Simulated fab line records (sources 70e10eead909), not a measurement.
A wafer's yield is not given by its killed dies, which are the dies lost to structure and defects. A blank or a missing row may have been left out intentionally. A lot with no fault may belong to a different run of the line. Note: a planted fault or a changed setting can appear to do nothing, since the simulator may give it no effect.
Chamber matching + flow nandHarc + rieSi-04 running NHARC_A_CHANNEL_FILL_D2_ETCHBACK_19: 4 sister chambers
The step etches the open film in HBr/Cl2, target depth 5 nm, time 1.7 s. 8 wafers are shown with their chamber, then 10 later ones without.

WAFERS, EACH WITH ITS CHAMBER
| wafer  | chamber | drypumpMotorCurrentA (A) | heBacksideLeakSccm (sccm) |
|--------|---------|--------------------------|---------------------------|
| L082.5 | 2       | 5.2                      | 2.7                       |
| L084.5 | 2       | 5.1                      | 2.7                       |
| L085.1 | 1       | 5.1                      | 2.9                       |
| L085.2 | 3       | 6.5                      | 2.3                       |
| L085.6 | 1       | 5.1                      | 3.0                       |
| L089.5 | 0       | 5.3                      | 2.9                       |
| L089.6 | 3       | 6.5                      | 2.4                       |
| L087.1 | 0       | 5.3                      | 2.9                       |

WAFERS WHOSE CHAMBER IS MISSING
| wafer  | drypumpMotorCurrentA (A) | heBacksideLeakSccm (sccm) |
|--------|--------------------------|---------------------------|
| L087.5 | 5.1                      | 2.9                       |
| L090.1 | 5.2                      | 3.0                       |
| L090.3 | 5.2                      | 2.7                       |
| L090.5 | 5.1                      | 2.7                       |
| L091.1 | 5.3                      | 2.8                       |
| L091.3 | 5.2                      | 2.8                       |
| L091.6 | 5.2                      | 2.7                       |
| L097.2 | 5.1                      | 3.1                       |
| L097.4 | 5.3                      | 3.1                       |
| L097.5 | 5.2                      | 3.1                       |

EACH ONE'S CHAMBER
| wafer  | from the rows above          | in truth |
|--------|------------------------------|----------|
| L087.5 | 1                            | 1        |
| L090.1 | can't be placed: 1 or 0      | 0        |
| L090.3 | 2                            | 2        |
| L090.5 | 2                            | 2        |
| L091.1 | 0                            | 0        |
| L091.3 | can't be placed: 2 or 0 or 1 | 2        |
| L091.6 | 2                            | 2        |
| L097.2 | 1                            | 1        |
| L097.4 | 0                            | 0        |
| L097.5 | can't be placed: 1 or 0      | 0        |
Correctly placed: 7 of 10. Not placeable from these rows: 3 (in 3, the candidates include the true chamber). Number placed wrongly: 0.
How it was worked out, from the rows above alone: a wafer's distance from a chamber is the root of the sum, over the readings, of the square of ((its reading less the chamber's mean) divided by the reading's scatter). The wafer belongs to the nearest chamber; if the next one is less than 2 further off, it can't be placed. A chamber's mean is the mean of its shown wafers. The scatter: the root of (the sum of the squares of (reading less its chamber's mean) over the shown wafers, divided by (wafers less chambers)).
